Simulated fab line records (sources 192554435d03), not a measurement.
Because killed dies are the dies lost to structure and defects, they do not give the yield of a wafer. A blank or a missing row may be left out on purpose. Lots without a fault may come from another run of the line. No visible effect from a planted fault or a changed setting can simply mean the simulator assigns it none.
2 desks looking at one fault / flow n5Finfet / what lay behind the numbers comes last; until then each desk has only its own

THE TOOL OWNER'S DESK: rieDiel-03
The tool's own readings at N5_BEOL_M3_ETCH_41 (etches SiCN in CH3F/O2, target depth 29.9 nm, time 52.5 s): means of the sampled wafers that have a number, for each lot that ran on this tool. The brackets show how far a lot's mean lies from the usual mean; more than 4 standard deviations puts the lot out of limits, marked OUT.
Columns: A = O2_flow_sccm at N5_BEOL_M3_ETCH_41, usual 20.00 sccm; B = chamberPressureMTorr at N5_BEOL_M3_ETCH_41, usual 30.00 mTorr; C = drypumpMotorCurrentA at N5_BEOL_M3_ETCH_41, usual 5.7 A; D = oesProductAu at N5_BEOL_M3_ETCH_41, usual 0.80 a.u.; E = rfVppV at N5_BEOL_M3_ETCH_41, usual 297.0 V; F = showerheadPlenumPTorr at N5_BEOL_M3_ETCH_41, usual 1.99 Torr; G = throttleValvePct at N5_BEOL_M3_ETCH_41, usual 16.32 %
lot=L848; first seen here=day 8 06:53; A=19.98; B=30.00; C=5.6; D=0.81; E=297.8; F=2.01; G=16.42
lot=L863; first seen here=day 11 03:57; A=20.02; B=29.98; C=5.9; D=0.76; E=298.9; F=2.06; G=16.31
Finding of this desk: none of the 2 lots has anything out of limits.

FROM THE METROLOGY DESK
What the gauges read, lot by lot, whatever tool the lot ran on: means of the sampled wafers that have a number. The brackets show how far a lot's mean lies from the usual mean; more than 4 standard deviations puts the lot out of limits, marked OUT. Only the readings that lie furthest out on some lot appear, 7 of the 10 it has.
Columns: A = DIBL_N at N5_BEOL_M4_RC_MEAS_101, usual 36.0 mV/V; B = DIBL_P at N5_BEOL_M4_RC_MEAS_101, usual 36.2 mV/V; C = IOFF_P at N5_BEOL_M4_RC_MEAS_101, usual 0.21 nA/um; D = ION_N at N5_BEOL_M4_RC_MEAS_101, usual 679 uA/um; E = SS_N at N5_BEOL_M4_RC_MEAS_101, usual 71.4 mV/dec; F = SS_P at N5_BEOL_M4_RC_MEAS_101, usual 73.3 mV/dec; G = VT_P at N5_BEOL_M4_RC_MEAS_101, usual -251 mV
lot=L849; first seen here=day 8 21:05; A=34.3; B=34.0; C=0.19; D=676; E=70.8; F=72.5; G=-252
lot=L848; first seen here=day 8 22:43; A=37.4; B=36.5; C=0.24; D=680; E=71.7; F=73.7; G=-247
lot=L863; first seen here=day 11 18:58; A=35.4; B=35.7; C=0.20; D=687; E=71.8; F=73.8; G=-250
lot=L867; first seen here=day 12 19:34; A=35.3; B=37.1; C=0.19; D=683; E=71.6; F=73.5; G=-252
lot=L870; first seen here=day 14 08:51; A=36.6; B=38.6; C=0.23; D=679; E=71.3; F=73.2; G=-248
Finding of this desk: none of the 5 lots has anything out of limits.

PUT TOGETHER
Nothing out of limits was seen by the tool owner's desk.
Nothing out of limits was seen by the metrology desk.

WHAT THE SIMULATOR HAD INSERTED
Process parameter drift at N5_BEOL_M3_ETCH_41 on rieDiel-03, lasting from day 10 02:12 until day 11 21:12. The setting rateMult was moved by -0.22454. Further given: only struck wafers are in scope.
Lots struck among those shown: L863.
